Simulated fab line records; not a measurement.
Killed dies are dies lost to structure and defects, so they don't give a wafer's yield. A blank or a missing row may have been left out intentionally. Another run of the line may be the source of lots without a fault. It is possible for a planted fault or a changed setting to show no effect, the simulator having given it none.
fab line records	flow nandHarc
record lots=12	wafers=36	lastDay=33
route steps=1302 shown P_CONTACT@246 P_M0@268 END@1302
lots that met no fault: taken from a fault-free run of the same line
startH: start of the lot's first displayed wafer, in hours after the record's first day	waitH: hours elapsed since this lot's preceding step	" same as the row above	L1.1+2: a single row standing in for several wafers	- either no value or no given start	* or withheld: withheld	< > ~ a bound
route shown NAME@n: NAME is a module with steps in the file, n the number in the route of the first one	usual: mean/standard deviation taken from wafers without a fault	same: alike in all rows	chamber/n: place in a boat	sites: the reading at each site	_std_site: standard deviation across them	_edge_site: outer sites' mean less inner sites'	radiusMm: how far each site lies from the wafer's centre	mask NAME#n: copy n	behind: the tool/chamber that last shaped the wafer	hold: what put the lot on hold/how long, in hours/how the hold closed	device: the transistor (n, p or np) that didn't switch	end of line: the same wafers' tests at the end of the route	step lacking rows: just its recipe	killed: count of dies lost to structure and defects at first sort (not the wafer's yield)	map: the dies of a wafer, with x for killed, . for not killed, _ for no die there
set.NAME: the setting that was run; set.NAME@STEP: the one run at that earlier step	model.NAME: the simulator's own value behind a step, which no gauge read
route steps across a sampled set of lots; one table per step, one row per wafer
services: the hour from which a tool's chamber was out of use, counted from the record's first day as startH (under 0 if before that day), plus the number of hours and why
## steps
# step NHARC_P_CONTACT_PVD_32
# recipe targetThkA=50	chamberPressurePa=5	powerW=5000	substrateTempC=200	timeS=17.7	material=Ti
# usual substrateTempC=200.02/0.16	throttleValvePct=30.6/1.1
lot.wafer	tool	chamber	startH	waitH	substrateTempC	throttleValvePct
L852.1	pvdSputter-02	-	-	-	199.82	28.8
L852.4	"	-	"	"	200.04	31.0
L852.6	"	-	"	"	200.07	31.4
L853.2	pvdSputter-02	-	-	-	200.13	29.2
L853.5	"	-	"	"	199.99	31.0
L853.6	"	-	"	"	199.90	31.1
L854.2	pvdSputter-02	-	-	-	200.01	28.8
L854.1	"	-	"	"	200.01	31.0
L854.5	"	-	"	"	200.08	31.1
L855.4	pvdSputter-03	-	-	-	200.27	31.5
L855.5	"	-	"	"	200.37	31.7
L855.6	"	-	"	"	199.75	30.2
L858.4	pvdSputter-01	-	-	-	200.07	31.0
L858.6	"	-	"	"	199.67	32.4
L858.5	"	-	"	"	199.75	31.1
L860.1	pvdSputter-01	-	-	-	200.38	31.6
L860.2	"	-	"	"	200.10	32.2
L860.4	"	-	"	"	200.16	31.0
L868.4	pvdSputter-01	-	-	-	200.10	30.8
L868.1	"	-	"	"	199.84	30.7
L868.5	"	-	"	"	200.10	30.4
L869.2	pvdSputter-01	-	-	-	200.03	31.6
L869.3	"	-	"	"	200.05	30.8
L869.1	"	-	"	"	199.93	32.4
L870.1	pvdSputter-02	-	-	-	199.87	30.1
L870.3	"	-	"	"	199.87	30.8
L870.4	"	-	"	"	199.99	31.3
L871.2	pvdSputter-03	-	-	-	199.83	28.7
L871.4	"	-	"	"	199.94	28.9
L871.1	"	-	"	"	200.01	30.4
L873.4	pvdSputter-02	-	-	-	200.11	29.9
L873.3	"	-	"	"	199.87	30.9
L873.6	"	-	"	"	200.22	30.0
L875.2	pvdSputter-01	-	-	-	200.25	31.1
L875.5	"	-	"	"	200.05	30.5
L875.6	"	-	"	"	200.11	30.9
# step NHARC_P_M0_ETCH_15
# recipe targetDepthA=1500	overetchA=150	timeS=82.5	c4f8FlowSccm=withheld	arFlowSccm=400	rfW=600	biasW=300	chemistry=C4F8/Ar
# usual biasW=300.1/0.9	chamberPressureMTorr=24.997/0.022	oesProductAu=0.961/0.02	rfVppV=440.7/3	runLengthS=103.8/0.49
lot.wafer	tool	chamber	startH	waitH	biasW	chamberPressureMTorr	oesProductAu	rfHoursCounterH	rfVppV	runLengthS
L852.1	rieDiel-02	0	122.33	-	300.0	25.001	0.958	25	444.1	103.8
L852.4	"	1	"	"	300.8	24.963	0.974	26	444.2	103.9
L852.6	"	2	"	"	299.5	24.990	0.961	-	440.7	103.3
L853.2	rieDiel-10	0	136.19	-	300.0	25.009	0.950	26	436.0	103.6
L853.5	"	0	"	"	299.0	24.994	0.943	-	436.8	103.9
L853.6	"	1	"	"	299.0	24.999	0.938	-	437.0	103.9
L854.1	rieDiel-03	0	139.68	-	301.5	24.993	0.945	4	438.1	104.2
L854.2	"	1	"	"	299.1	25.010	0.958	4	439.3	103.8
L854.5	"	3	"	"	300.0	24.959	0.953	-	444.5	103.1
L855.4	rieDiel-03	2	151.37	-	299.6	24.979	0.973	5	442.3	103.2
L855.5	"	3	"	"	297.9	25.005	0.955	-	444.5	103.2
L855.6	"	0	"	"	298.9	25.012	0.957	-	438.6	103.8
L858.4	rieDiel-10	3	188.57	-	299.5	24.996	0.963	39	439.4	103.6
L858.5	"	0	"	"	300.5	24.982	0.988	-	435.6	103.8
L858.6	"	1	"	"	300.0	25.014	0.982	-	437.3	104.1
L860.2	rieDiel-10	1	208.32	-	299.5	25.075	0.917	43	436.5	103.9
L860.4	"	3	"	"	-	24.990	0.924	47	438.3	82.2
L860.1	"	0	"	"	-	24.989	0.940	48	435.3	83.0
L868.4	rieDiel-10	3	289.40	-	300.5	24.978	0.961	11	440.9	103.2
L868.1	"	0	"	"	299.7	24.997	0.996	12	444.8	104.1
L868.5	"	3	"	"	299.0	25.024	0.955	-	439.6	103.1
L869.2	rieDiel-03	1	300.68	-	299.5	25.014	0.988	3	438.4	104.0
L869.1	"	3	"	"	300.0	25.016	0.958	3	444.6	103.4
L869.3	"	0	"	"	299.8	24.989	0.976	2	438.0	104.4
L870.1	rieDiel-03	2	301.67	-	300.3	25.025	0.983	3	442.8	103.3
L870.3	"	0	"	"	299.2	24.992	0.972	2	439.1	103.9
L870.4	"	1	"	"	300.8	24.970	0.988	3	438.1	103.6
L871.4	rieDiel-02	2	312.21	-	300.0	25.009	0.958	27	440.3	103.3
L871.2	"	3	"	"	299.9	24.994	0.944	29	446.4	104.3
L871.1	"	1	"	"	300.0	24.986	0.968	28	446.1	103.7
L873.4	rieDiel-03	0	329.83	-	298.4	24.973	0.984	7	436.7	103.8
L873.3	"	3	"	"	301.2	24.940	0.963	7	443.8	103.4
L873.6	"	0	"	"	300.5	25.001	0.985	-	437.3	103.7
L875.2	rieDiel-03	2	348.02	-	300.3	24.995	0.964	9	444.4	103.1
L875.5	"	0	"	"	300.7	24.973	0.935	-	438.6	103.8
L875.6	"	1	"	"	300.7	25.013	0.960	-	437.4	103.6
# step NHARC_P_M0_PVD_21
# recipe targetThkA=300	chamberPressurePa=5	powerW=5000	substrateTempC=30	timeS=20.49	material=Cu
# usual substrateTempC=30.00/0.11	throttleValvePct=30.6/1.2
lot.wafer	tool	chamber	startH	waitH	substrateTempC	throttleValvePct
L852.1	pvdSputter-03	-	-	-	29.93	29.1
L852.4	"	-	"	"	29.90	28.0
L852.6	"	-	"	"	29.90	28.8
L853.2	pvdSputter-01	-	-	-	29.90	30.9
L853.5	"	-	"	"	29.91	30.4
L853.6	"	-	"	"	30.10	32.3
L854.2	pvdSputter-01	-	-	-	30.04	30.9
L854.1	"	-	"	"	29.92	30.6
L854.5	"	-	"	"	29.94	30.3
L855.4	pvdSputter-03	-	-	-	29.96	30.3
L855.5	"	-	"	"	30.07	30.1
L855.6	"	-	"	"	30.33	28.7
L858.4	pvdSputter-03	-	-	-	29.85	29.0
L858.6	"	-	"	"	29.88	31.4
L858.5	"	-	"	"	29.94	28.5
L860.2	pvdSputter-01	-	-	-	29.86	32.2
L860.4	"	-	"	"	30.18	31.5
L860.1	"	-	"	"	30.17	30.7
L868.1	pvdSputter-01	-	-	-	30.17	30.8
L868.4	"	-	"	"	29.89	30.4
L868.5	"	-	"	"	30.07	31.2
L869.3	pvdSputter-01	-	-	-	29.99	31.6
L869.2	"	-	"	"	30.09	30.3
L869.1	"	-	"	"	29.90	31.0
L870.3	pvdSputter-03	-	-	-	29.89	31.3
L870.1	"	-	"	"	30.18	28.6
L870.4	"	-	"	"	30.01	28.9
L871.2	pvdSputter-02	-	-	-	30.12	31.2
L871.1	"	-	"	"	29.95	29.9
L871.4	"	-	"	"	29.79	29.4
L873.4	pvdSputter-03	-	-	-	29.91	30.3
L873.3	"	-	"	"	29.94	31.0
L873.6	"	-	"	"	29.99	31.0
L875.2	pvdSputter-02	-	-	-	29.92	29.4
L875.5	"	-	"	"	30.11	31.0
L875.6	"	-	"	"	29.90	29.8
# step NHARC_P_M0_ANNEAL_30
# recipe tempC=225	timeS=90
# usual annealTempC=225.00/0.17	wafer_temp_C_max=226.1/0.48
lot.wafer	tool	chamber	startH	waitH	annealTempC	wafer_temp_C_max
L852.1	rtpAnneal-01	0	124.25	-	224.84	225.8
L852.4	"	0	"	"	224.68	225.6
L852.6	"	0	"	"	224.97	225.6
L853.2	rtpAnneal-02	0	137.72	-	225.02	226.1
L853.5	"	0	"	"	224.81	226.2
L853.6	"	0	"	"	225.24	227.0
L854.1	rtpAnneal-02	0	141.20	0.3	225.17	226.2
L854.2	"	0	"	"	225.04	226.8
L854.5	"	0	"	"	225.14	226.3
L855.4	rtpAnneal-02	0	152.98	0.3	225.01	226.6
L855.5	"	0	"	"	225.17	226.2
L855.6	"	0	"	"	225.26	226.5
L858.4	rtpAnneal-02	0	190.21	0.4	225.11	226.4
L858.5	"	0	"	"	224.94	226.8
L858.6	"	0	"	"	224.89	227.0
L860.1	rtpAnneal-01	0	209.81	-	225.18	225.7
L860.2	"	0	"	"	225.25	225.8
L860.4	"	0	"	"	224.90	225.6
L868.1	rtpAnneal-01	0	290.89	0.3	225.27	225.5
L868.4	"	0	"	"	225.05	225.6
L868.5	"	0	"	"	224.98	225.3
L869.1	rtpAnneal-01	0	302.16	-	225.29	225.6
L869.2	"	0	"	"	225.28	225.5
L869.3	"	0	"	"	225.05	225.7
L870.1	rtpAnneal-02	0	303.14	-	224.81	226.5
L870.3	"	0	"	"	224.74	226.4
L870.4	"	0	"	"	225.08	226.1
L871.1	rtpAnneal-02	0	313.73	-	225.00	226.3
L871.2	"	0	"	"	225.13	226.3
L871.4	"	0	"	"	225.14	227.0
L873.3	rtpAnneal-02	0	331.46	-	224.82	226.4
L873.4	"	0	"	"	224.95	226.4
L873.6	"	0	"	"	224.74	226.3
L875.2	rtpAnneal-02	0	349.55	-	224.85	226.7
L875.5	"	0	"	"	224.85	225.8
L875.6	"	0	"	"	225.18	226.4
# step NHARC_END_SORT_01
# recipe tempC=25
# usual defectLimitedYield=90.9/2.6	killedAtArray=57/18	killedAtOther=0.8/1	killedAtPeriphery=3.9/2.8	killedDies=62/18	killedOpen=3.4/1.8	killedShort=2.2/1.6
# same grossDies=677
lot.wafer	tool	chamber	startH	waitH	defectLimitedYield[%]	killedAtArray	killedAtOther	killedAtPeriphery	killedDies	killedOpen	killedShort
L852.1	prober-02	0	587.87	2.5	91.1	58	2	0	60	1	1
L852.4	prober-02	0	590.25	3.4	90.0	67	0	1	68	1	0
L852.6	prober-02	0	591.83	4.0	88.0	78	2	1	81	3	2
L855.4	prober-01	0	590.20	3.4	92.6	47	0	3	50	3	1
L855.5	prober-01	0	591.01	3.7	92.0	49	1	4	54	6	5
L855.6	prober-01	0	591.81	4.0	90.7	58	0	5	63	2	3
L853.2	prober-02	0	596.41	2.8	92.0	49	0	5	54	3	2
L853.5	prober-02	0	598.83	3.7	92.0	51	0	3	54	4	1
L853.6	prober-02	0	599.64	4.0	92.0	50	0	4	54	1	5
L854.1	prober-01	0	603.39	2.5	89.2	72	0	1	73	6	0
L854.2	prober-01	0	604.20	2.8	91.1	57	0	3	60	6	1
L854.5	prober-01	0	606.61	3.7	89.8	66	1	2	69	1	3
L858.4	prober-01	0	632.57	3.4	91.7	51	2	3	56	2	3
L858.5	prober-01	0	633.38	3.7	88.6	76	0	1	77	3	0
L858.6	prober-01	0	634.18	4.0	89.4	70	0	2	72	4	0
L860.1	prober-02	0	653.85	2.5	0	56	0	621	677	3	1
L860.2	prober-02	0	654.64	2.8	89.8	64	0	5	69	3	1
L860.4	prober-02	0	656.21	3.4	0	57	0	620	677	4	4
L868.1	prober-01	0	740.99	2.5	88.5	74	2	2	78	5	0
L868.4	prober-01	0	743.41	3.4	89.7	67	2	1	70	5	2
L868.5	prober-01	0	744.21	3.7	89.1	68	0	6	74	7	2
L869.1	prober-02	0	748.90	2.5	94.4	30	2	6	38	0	2
L869.2	prober-02	0	749.68	2.8	93.8	37	0	5	42	1	0
L869.3	prober-02	0	750.47	3.1	93.8	35	0	7	42	5	6
L870.1	prober-01	0	748.94	2.5	86.0	86	0	9	95	0	1
L870.3	prober-01	0	750.54	3.1	85.5	97	0	1	98	2	4
L870.4	prober-01	0	751.34	3.4	83.0	111	2	2	115	5	4
L871.1	prober-01	0	756.70	2.5	91.3	53	0	6	59	3	0
L871.2	prober-01	0	757.49	2.8	91.0	59	1	1	61	2	1
L871.4	prober-01	0	759.07	3.4	91.9	52	0	3	55	4	3
L873.3	prober-01	0	783.77	3.1	93.4	35	0	10	45	3	4
L873.4	prober-01	0	784.55	3.3	92.0	44	0	10	54	3	3
L873.6	prober-01	0	786.12	3.9	94.8	26	1	8	35	3	5
L875.2	prober-02	0	794.91	2.8	91.6	54	1	2	57	3	2
L875.5	prober-02	0	797.28	3.7	85.2	98	0	2	100	1	2
L875.6	prober-02	0	798.07	3.9	87.4	81	1	3	85	5	5
# killed by level:class
L852.1 A_SLIT:chamberFilmFlake=22 A_CHANNEL_HOLE_D1:chamberFilmFlake=21 A_CHANNEL_HOLE_D2:chamberFilmFlake=6 A_CHANNEL_FILL_D2:chamberFilmFlake=2 A_CONTACT:chamberFilmFlake=2 THIN_TSV:chamberFilmFlake=2 A_CHANNEL_FILL_D2:geometricParticle:short=1 A_BLC:geometricParticle:open=1
L855.4 A_CHANNEL_HOLE_D1:chamberFilmFlake=31 A_CHANNEL_HOLE_D2:chamberFilmFlake=9 A_CHANNEL_FILL_D2:chamberFilmFlake=2 A_CONTACT:chamberFilmFlake=2 P_M0:geometricParticle:open=1 A_CHANNEL_FILL_D2:geometricParticle:open=1 A_SGD_CUT:geometricParticle:short=1 A_M1:geometricParticle:open=1
L852.4 A_CHANNEL_HOLE_D1:chamberFilmFlake=32 A_SLIT:chamberFilmFlake=20 A_CONTACT:chamberFilmFlake=4 A_CHANNEL_HOLE_D2:chamberFilmFlake=3 A_STAIRCASE:chamberFilmFlake=2 A_CONTACT:unspecified=2 A_CHANNEL_FILL_D2:geometricParticle:open=1 P_STI:chamberFilmFlake=1
L855.5 A_CHANNEL_HOLE_D1:chamberFilmFlake=26 A_CHANNEL_HOLE_D2:chamberFilmFlake=8 P_GATE:chamberFilmFlake=4 A_SGD_CUT:geometricParticle:open=2 A_SOURCE_PLATE:geometricParticle:short=1 A_ONON_D2:geometricParticle:short=1 A_CHANNEL_FILL_D2:geometricParticle:open=1 A_CHANNEL_FILL_D2:geometricParticle:short=1
L855.6 A_CHANNEL_HOLE_D1:chamberFilmFlake=34 A_CHANNEL_HOLE_D2:chamberFilmFlake=17 P_GATE:chamberFilmFlake=3 A_CHANNEL_FILL_D2:chamberFilmFlake=2 P_STI:geometricParticle:short=1 A_ONON_D1:geometricParticle:open=1 A_DECK1_JOINT:geometricParticle:short=1 A_CHANNEL_FILL_D2:geometricParticle:open=1
L852.6 A_CHANNEL_HOLE_D1:chamberFilmFlake=35 A_SLIT:chamberFilmFlake=23 A_CHANNEL_HOLE_D2:chamberFilmFlake=10 A_CONTACT:chamberFilmFlake=3 THIN_TSV:chamberFilmFlake=2 A_CHANNEL_HOLE_D1:geometricParticle:short=1 A_CHANNEL_FILL_D2:geometricParticle:open=1 A_WL_FILL:geometricParticle:short=1
L853.2 A_CHANNEL_HOLE_D2:chamberFilmFlake=33 A_CHANNEL_FILL_D1:chamberFilmFlake=4 A_CHANNEL_HOLE_D1:chamberFilmFlake=3 A_STAIRCASE:chamberFilmFlake=3 P_M0:geometricParticle:open=2 P_STI:chamberFilmFlake=2 A_M1:chamberFilmFlake=2 A_CHANNEL_FILL_D1:geometricParticle:open=1
L853.5 A_CHANNEL_HOLE_D2:chamberFilmFlake=32 A_WL_FILL:chamberFilmFlake=4 A_CONTACT:chamberFilmFlake=4 P_M0:geometricParticle:open=2 A_CHANNEL_HOLE_D1:chamberFilmFlake=2 A_CHANNEL_FILL_D1:chamberFilmFlake=2 A_STAIRCASE:chamberFilmFlake=2 A_M1:chamberFilmFlake=2
L853.6 A_CHANNEL_HOLE_D2:chamberFilmFlake=32 A_STAIRCASE:chamberFilmFlake=4 A_CONTACT:chamberFilmFlake=3 A_CHANNEL_HOLE_D2:geometricParticle:short=2 P_STI:chamberFilmFlake=2 A_CHANNEL_FILL_D1:chamberFilmFlake=2 P_M0:geometricParticle:short=1 A_SOURCE_PLATE:geometricParticle:short=1
L854.1 A_SLIT:chamberFilmFlake=33 A_CHANNEL_HOLE_D2:chamberFilmFlake=25 A_CHANNEL_HOLE_D1:chamberFilmFlake=3 A_DECK1_JOINT:chamberFilmFlake=3 A_M0:geometricParticle:open=2 A_STAIRCASE:chamberFilmFlake=2 P_M0:geometricParticle:open=1 A_DECK1_JOINT:geometricParticle:open=1
L854.2 A_CHANNEL_HOLE_D2:chamberFilmFlake=27 A_SLIT:chamberFilmFlake=22 A_M0:geometricParticle:open=2 A_STAIRCASE:chamberFilmFlake=2 P_GATE:geometricParticle:short=1 P_GATE:geometricParticle:open=1 A_ONON_D1:geometricParticle:open=1 A_CHANNEL_FILL_D1:geometricParticle:open=1
L854.5 A_CHANNEL_HOLE_D2:chamberFilmFlake=36 A_SLIT:chamberFilmFlake=15 A_CHANNEL_HOLE_D1:chamberFilmFlake=4 A_CHANNEL_FILL_D2:chamberFilmFlake=4 A_CONTACT:chamberFilmFlake=3 A_STAIRCASE:chamberFilmFlake=2 P_CONTACT:geometricParticle:open=1 A_CHANNEL_FILL_D1:geometricParticle:short=1
L858.4 A_CHANNEL_HOLE_D2:chamberFilmFlake=27 A_CHANNEL_HOLE_D1:chamberFilmFlake=18 A_ZERO_WELL:chamberFilmFlake=2 A_STAIRCASE:chamberFilmFlake=2 P_CONTACT:geometricParticle:open=1 P_M0:geometricParticle:short=1 A_CHANNEL_FILL_D1:geometricParticle:open=1 A_WL_FILL:geometricParticle:short=1
L858.5 A_CHANNEL_HOLE_D2:chamberFilmFlake=32 A_CHANNEL_HOLE_D1:chamberFilmFlake=31 A_STAIRCASE:chamberFilmFlake=8 A_DECK1_JOINT:chamberFilmFlake=2 P_M0:geometricParticle:open=1 A_ONON_D2:geometricParticle:open=1 A_WL_FILL:geometricParticle:open=1 A_WL_FILL:chamberFilmFlake=1
L858.6 A_CHANNEL_HOLE_D2:chamberFilmFlake=31 A_CHANNEL_HOLE_D1:chamberFilmFlake=29 A_STAIRCASE:chamberFilmFlake=5 P_CONTACT:geometricParticle:open=2 A_ONON_D1:geometricParticle:open=1 A_CHANNEL_FILL_D2:geometricParticle:open=1 A_CHANNEL_FILL_D1:chamberFilmFlake=1 A_CHANNEL_FILL_D2:chamberFilmFlake=1
L860.1 P_M0:areaEtch=613 A_CHANNEL_HOLE_D1:chamberFilmFlake=28 A_CHANNEL_HOLE_D2:chamberFilmFlake=22 P_M2:chamberFilmFlake=4 P_CONTACT:chamberFilmFlake=2 A_CONTACT:chamberFilmFlake=2 P_GATE:geometricParticle:open=1 A_ONON_D2:geometricParticle:short=1
L860.2 A_CHANNEL_HOLE_D1:chamberFilmFlake=35 A_CHANNEL_HOLE_D2:chamberFilmFlake=17 P_M2:chamberFilmFlake=4 A_CONTACT:chamberFilmFlake=3 A_CHANNEL_FILL_D1:geometricParticle:open=2 A_SLIT:chamberFilmFlake=2 A_CHANNEL_HOLE_D2:geometricParticle:open=1 A_WL_FILL:geometricParticle:short=1
L860.4 P_M0:areaEtch=617 A_CHANNEL_HOLE_D1:chamberFilmFlake=28 A_CHANNEL_HOLE_D2:chamberFilmFlake=17 A_SLIT:chamberFilmFlake=3 A_DECK1_JOINT:geometricParticle:short=2 A_CONTACT:chamberFilmFlake=2 P_M0:geometricParticle:open=1 P_M1:geometricParticle:short=1
L868.1 A_SLIT:chamberFilmFlake=31 A_CHANNEL_HOLE_D2:chamberFilmFlake=22 A_CHANNEL_HOLE_D1:chamberFilmFlake=8 A_CONTACT:chamberFilmFlake=3 A_STAIRCASE:chamberFilmFlake=2 THIN_TSV:chamberFilmFlake=2 P_M0:geometricParticle:open=1 A_ONON_D1:geometricParticle:open=1
L868.4 A_SLIT:chamberFilmFlake=23 A_CHANNEL_HOLE_D2:chamberFilmFlake=17 A_CHANNEL_HOLE_D1:chamberFilmFlake=10 A_STAIRCASE:chamberFilmFlake=4 A_SGD_CUT:chamberFilmFlake=2 A_CONTACT:chamberFilmFlake=2 THIN_TSV:chamberFilmFlake=2 A_ONON_D1:geometricParticle:open=1
L868.5 A_CHANNEL_HOLE_D2:chamberFilmFlake=23 A_SLIT:chamberFilmFlake=22 A_CHANNEL_HOLE_D1:chamberFilmFlake=8 A_CONTACT:chamberFilmFlake=5 P_GATE:geometricParticle:open=3 A_STAIRCASE:chamberFilmFlake=3 P_M0:geometricParticle:open=2 A_SGD_CUT:chamberFilmFlake=2
L869.1 A_CHANNEL_HOLE_D1:chamberFilmFlake=7 P_M1:chamberFilmFlake=5 A_SLIT:chamberFilmFlake=5 A_CONTACT:chamberFilmFlake=5 A_DECK1_JOINT:chamberFilmFlake=2 A_CHANNEL_FILL_D1:chamberFilmFlake=2 A_STAIRCASE:chamberFilmFlake=2 A_BONDPAD:chamberFilmFlake=2
L870.1 A_CHANNEL_HOLE_D1:chamberFilmFlake=25 A_CHANNEL_HOLE_D2:chamberFilmFlake=25 A_SLIT:chamberFilmFlake=22 P_M1:chamberFilmFlake=5 A_BONDPAD:chamberFilmFlake=4 P_GATE:chamberFilmFlake=3 A_DECK1_JOINT:chamberFilmFlake=3 A_WL_FILL:chamberFilmFlake=2
L869.2 A_CHANNEL_HOLE_D1:chamberFilmFlake=14 A_SLIT:chamberFilmFlake=10 A_CONTACT:chamberFilmFlake=4 A_STAIRCASE:chamberFilmFlake=3 P_GATE:chamberFilmFlake=2 P_M1:chamberFilmFlake=2 A_ONON_D2:geometricParticle:open=1 P_STI:chamberFilmFlake=1
L869.3 A_CHANNEL_HOLE_D1:chamberFilmFlake=8 A_STAIRCASE:chamberFilmFlake=5 A_CONTACT:chamberFilmFlake=4 A_BONDPAD:chamberFilmFlake=4 P_M1:chamberFilmFlake=3 P_M2:geometricParticle:short=2 A_SOURCE_PLATE:geometricParticle:open=2 A_ONON_D1:geometricParticle:short=2
L870.3 A_CHANNEL_HOLE_D1:chamberFilmFlake=28 A_CHANNEL_HOLE_D2:chamberFilmFlake=28 A_SLIT:chamberFilmFlake=23 A_STAIRCASE:chamberFilmFlake=6 A_M1:chamberFilmFlake=2 A_ONON_D1:geometricParticle:short=1 A_CHANNEL_HOLE_D2:geometricParticle:short=1 A_CHANNEL_FILL_D2:geometricParticle:open=1
L870.4 A_SLIT:chamberFilmFlake=32 A_CHANNEL_HOLE_D1:chamberFilmFlake=31 A_CHANNEL_HOLE_D2:chamberFilmFlake=22 A_CONTACT:chamberFilmFlake=7 A_BONDPAD:chamberFilmFlake=4 A_CHANNEL_FILL_D1:geometricParticle:short=2 A_ZERO_WELL:chamberFilmFlake=2 A_M1:chamberFilmFlake=2
L871.1 A_CHANNEL_HOLE_D1:chamberFilmFlake=35 A_CONTACT:chamberFilmFlake=5 A_STAIRCASE:chamberFilmFlake=4 P_M2:chamberFilmFlake=3 A_SLIT:chamberFilmFlake=3 A_ONON_D2:geometricParticle:open=2 P_GATE:chamberFilmFlake=2 A_CHANNEL_FILL_D1:geometricParticle:open=1
L871.2 A_CHANNEL_HOLE_D1:chamberFilmFlake=34 A_CONTACT:chamberFilmFlake=9 A_DECK1_JOINT:chamberFilmFlake=3 A_STAIRCASE:chamberFilmFlake=3 A_SLIT:chamberFilmFlake=3 A_BONDPAD:chamberFilmFlake=2 A_CHANNEL_FILL_D1:geometricParticle:short=1 A_M1:geometricParticle:open=1
L871.4 A_CHANNEL_HOLE_D1:chamberFilmFlake=28 A_CONTACT:chamberFilmFlake=8 A_SLIT:chamberFilmFlake=5 P_M2:chamberFilmFlake=3 A_ONON_D1:geometricParticle:short=2 A_M1:geometricParticle:open=2 A_DECK1_JOINT:geometricParticle:open=1 A_SGD_CUT:geometricParticle:open=1
L873.3 A_CHANNEL_HOLE_D1:chamberFilmFlake=15 A_SLIT:chamberFilmFlake=8 A_CONTACT:chamberFilmFlake=6 P_GATE:chamberFilmFlake=4 P_M1:chamberFilmFlake=2 A_CHANNEL_HOLE_D2:chamberFilmFlake=2 P_GATE:geometricParticle:short=1 P_CONTACT:geometricParticle:open=1
L873.4 A_CHANNEL_HOLE_D1:chamberFilmFlake=18 A_CONTACT:chamberFilmFlake=10 A_SLIT:chamberFilmFlake=8 P_M1:chamberFilmFlake=5 P_GATE:chamberFilmFlake=3 A_STAIRCASE:chamberFilmFlake=3 P_M0:geometricParticle:open=2 A_ONON_D1:geometricParticle:short=1
L873.6 A_CHANNEL_HOLE_D1:chamberFilmFlake=8 P_M1:chamberFilmFlake=6 A_STAIRCASE:chamberFilmFlake=3 A_SLIT:chamberFilmFlake=3 A_CONTACT:chamberFilmFlake=3 P_CONTACT:geometricParticle:short=1 A_ONON_D1:geometricParticle:short=1 A_DECK1_JOINT:geometricParticle:short=1
L875.2 A_SLIT:chamberFilmFlake=15 A_CHANNEL_HOLE_D2:chamberFilmFlake=13 A_CONTACT:chamberFilmFlake=11 A_CHANNEL_HOLE_D1:chamberFilmFlake=5 A_STAIRCASE:chamberFilmFlake=3 A_ZERO_WELL:chamberFilmFlake=2 A_CHANNEL_FILL_D2:chamberFilmFlake=2 P_GATE:geometricParticle:open=1
L875.5 A_SLIT:chamberFilmFlake=37 A_CHANNEL_HOLE_D2:chamberFilmFlake=24 A_CHANNEL_HOLE_D1:chamberFilmFlake=11 A_CONTACT:chamberFilmFlake=11 A_ZERO_WELL:chamberFilmFlake=5 A_STAIRCASE:chamberFilmFlake=3 A_CHANNEL_FILL_D2:chamberFilmFlake=2 A_ONON_D1:geometricParticle:open=1
L875.6 A_CHANNEL_HOLE_D2:chamberFilmFlake=28 A_SLIT:chamberFilmFlake=22 A_CHANNEL_HOLE_D1:chamberFilmFlake=7 A_CONTACT:chamberFilmFlake=7 A_CHANNEL_FILL_D2:chamberFilmFlake=3 A_ONON_D1:geometricParticle:open=2 A_DECK1_JOINT:geometricParticle:open=2 A_ZERO_WELL:chamberFilmFlake=2
## services
tool	chamber	startH	hours	kind
pvdSputter-02	-	104.00	10.0	pm
rieDiel-03	-	104.30	9.0	pm
pvdSputter-01	-	110.13	5.4	repair
pvdSputter-03	-	117.06	0.8	repair
pvdSputter-01	-	147.10	2.9	repair
pvdSputter-03	-	170.03	10.0	pm
rieDiel-10	-	175.08	1.0	repair
rieDiel-02	0	206.22	9.3	repair
rieDiel-02	-	217.40	9.0	pm
pvdSputter-03	-	220.18	1.7	repair
pvdSputter-01	-	226.00	10.0	pm
pvdSputter-02	-	228.53	0.8	repair
rieDiel-10	-	243.46	9.0	pm
rieDiel-03	2	250.37	1.3	repair
pvdSputter-01	-	259.55	2.5	repair
rieDiel-10	1	266.40	4.0	repair
rieDiel-03	-	281.30	9.0	pm
rieDiel-10	2	281.77	6.1	repair
pvdSputter-02	-	282.00	10.0	pm
rieDiel-03	2	306.05	3.9	repair
pvdSputter-03	-	336.03	5.3	repair
pvdSputter-01	-	337.54	5.0	repair
rieDiel-10	1	347.86	7.4	repair
pvdSputter-03	-	348.03	10.0	pm
## key
firstSign step=NHARC_P_M0_ETCH_15	reading=runLengthS	direction=down	sigmas=43	usual=*	struck=*
effect step=NHARC_END_SORT_01	reading=killedAtPeriphery	direction=up	sigmas=99+	usual=3.9	struck=620.5
moreKillsBornAt NHARC_P_M0_ETCH_15@rieDiel-10=1230
metAt NHARC_P_M0_ETCH_15
struckLots L860
struckWafers L860.1,L860.4
laterRowsLeftOut L860.1,L860.4
notActingAt NHARC_P_CONTACT_PVD_32,NHARC_P_M0_PVD_21,NHARC_P_M0_ANNEAL_30
onsetBetween 188.57 208.32
fault kind=processParameterDrift	tool=rieDiel-10	chamber=-	onsetH=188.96	steps=NHARC_P_M0_ETCH_15	channel=timeS	offset=*	shape=step	endH=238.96	scope=struckWafersOnly	actsIn=*	stated=*
# laterRowsLeftOut: the simulator's readings of these wafers behind a module that went badly wrong aren't trusted and aren't shown, but for the sort
